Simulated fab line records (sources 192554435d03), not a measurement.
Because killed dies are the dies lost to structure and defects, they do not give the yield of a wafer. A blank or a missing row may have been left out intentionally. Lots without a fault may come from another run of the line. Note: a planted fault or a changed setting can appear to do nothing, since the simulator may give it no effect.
One fault seen from 2 desks + flow n5 finfet + only its own numbers are on each desk; what lay behind them is given at the end

## DESK OF THE TOOL OWNER: rie diel-05
The tool's own readings at N5_BEOL_M5_TRENCH_ETCH_37 (etches SiCOH lowk in C4F6/O2, target depth 71.652 nm, time 24.7 s): means of the sampled wafers that have a number, for each lot that ran on this tool. The brackets show how far a lot's mean lies from the usual mean; more than 4 standard deviations puts the lot out of limits, marked OUT. Of its 8 readings 7 are shown: the one that was out of limits first, and those that lie furthest out on some lot.
Columns: A = drypump motor current A at N5_BEOL_M5_TRENCH_ETCH_37, usual 5.66 A; B = oes_ar_750_au at N5_BEOL_M5_TRENCH_ETCH_37, usual 0.78 a.u.; C = oes product au at N5_BEOL_M5_TRENCH_ETCH_37, usual 0.78 a.u.; D = rf vpp V at N5_BEOL_M5_TRENCH_ETCH_37, usual 670 V; E = run length s at N5_BEOL_M5_TRENCH_ETCH_37, usual 48.1 s; F = showerhead plenum p Torr at N5_BEOL_M5_TRENCH_ETCH_37, usual 2.84 Torr; G = throttle valve pct at N5_BEOL_M5_TRENCH_ETCH_37, usual 20.91 %
| lot  | first seen here | A    | B    | C    | D   | E               | F    | G     |
|------|-----------------|------|------|------|-----|-----------------|------|-------|
| L660 | day 11 12:56    | 5.16 | 0.79 | 0.80 | 669 | 47.4            | 2.87 | 20.77 |
| L664 | day 12 18:26    | 5.51 | 0.78 | 0.77 | 659 | 47.2            | 2.85 | 20.73 |
| L669 | day 13 21:32    | 5.96 | 0.82 | 0.82 | 681 | 42.5 (-9.7) OUT | 2.95 | 20.94 |
This desk's finding: out of limits on L669; first on L669, day 13 21:32 (run length s at N5_BEOL_M5_TRENCH_ETCH_37). In limits: L660, L664.

## THE METROLOGY DESK
What the gauges read, lot by lot, whatever tool the lot ran on: means of the sampled wafers that have a number. The brackets show how far a lot's mean lies from the usual mean; more than 4 standard deviations puts the lot out of limits, marked OUT. Of its 13 readings 7 are shown: the one that was out of limits first, and those that lie furthest out on some lot.
Columns: A = DIBL_N at N5_BEOL_M4_RC_MEAS_101, usual 35.6 mV/V; B = IOFF_N at N5_BEOL_M4_RC_MEAS_101, usual 0.148 nA/um; C = VT_N at N5_BEOL_M4_RC_MEAS_101, usual 251 mV; D = VT_P at N5_BEOL_M4_RC_MEAS_101, usual -251.5 mV; E = trench depth nm at N5_BEOL_M5_OCD_MEAS_38, usual 70.9 nm; F = M5_THK at N5_BEOL_M5_THK_MEAS_53, usual 60.4 nm; G = M5_RS at N5_BEOL_M5_RS_MEAS_57, usual 0.395 ohm/sq
| lot  | first seen here | A    | B     | C   | D      | E              | F               | G                       |
|------|-----------------|------|-------|-----|--------|----------------|-----------------|-------------------------|
| L660 | day 11 09:05    | 33.5 | 0.135 | 251 | -247.8 | 71.6           | 61.8            | 0.385                   |
| L661 | day 11 10:01    | 32.9 | 0.112 | 255 | -253.5 | 70.5           | 60.3            | 0.398                   |
| L662 | day 11 13:08    | 34.7 | 0.161 | 248 | -247.2 | 69.9           | 59.7            | 0.396                   |
| L663 | day 12 11:49    | 35.4 | 0.147 | 249 | -251.3 | 70.5           | 58.3            | 0.413                   |
| L664 | day 12 13:04    | 38.6 | 0.162 | 252 | -253.6 | 71.8           | 60.3            | 0.389                   |
| L669 | day 13 12:05    | 35.7 | 0.139 | 251 | -251.5 | 53.2 (-13) OUT | 43.1 (-9.6) OUT | 3.063 (+99 or more) OUT |
| L673 | day 14 09:56    | 36.6 | 0.174 | 247 | -251.6 | 71.5           | 60.4            | 0.395                   |
This desk's finding: out of limits on L669; first on L669, day 13 21:41 (trench depth nm at N5_BEOL_M5_OCD_MEAS_38). In limits: L660, L661, L662, L663, L664, L673.

## ALL TOGETHER
The tool owner's desk could have raised an alarm at day 13 21:32, on L669.
The metrology desk could have raised an alarm at day 13 21:41, on L669.
The lots listed all ran N5_BEOL_M5_TRENCH_ETCH_37 on rie diel-05.

## WHAT THE SIMULATOR HAD PUT IN
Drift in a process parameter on rie diel-05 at N5_BEOL_M5_TRENCH_ETCH_37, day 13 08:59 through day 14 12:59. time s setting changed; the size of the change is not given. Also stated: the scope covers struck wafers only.
Lots struck among those shown: L669.
Counting hours from when the fault started, the first reading out of limits came at 13 for the tool owner's desk and at 13 for the metrology desk.
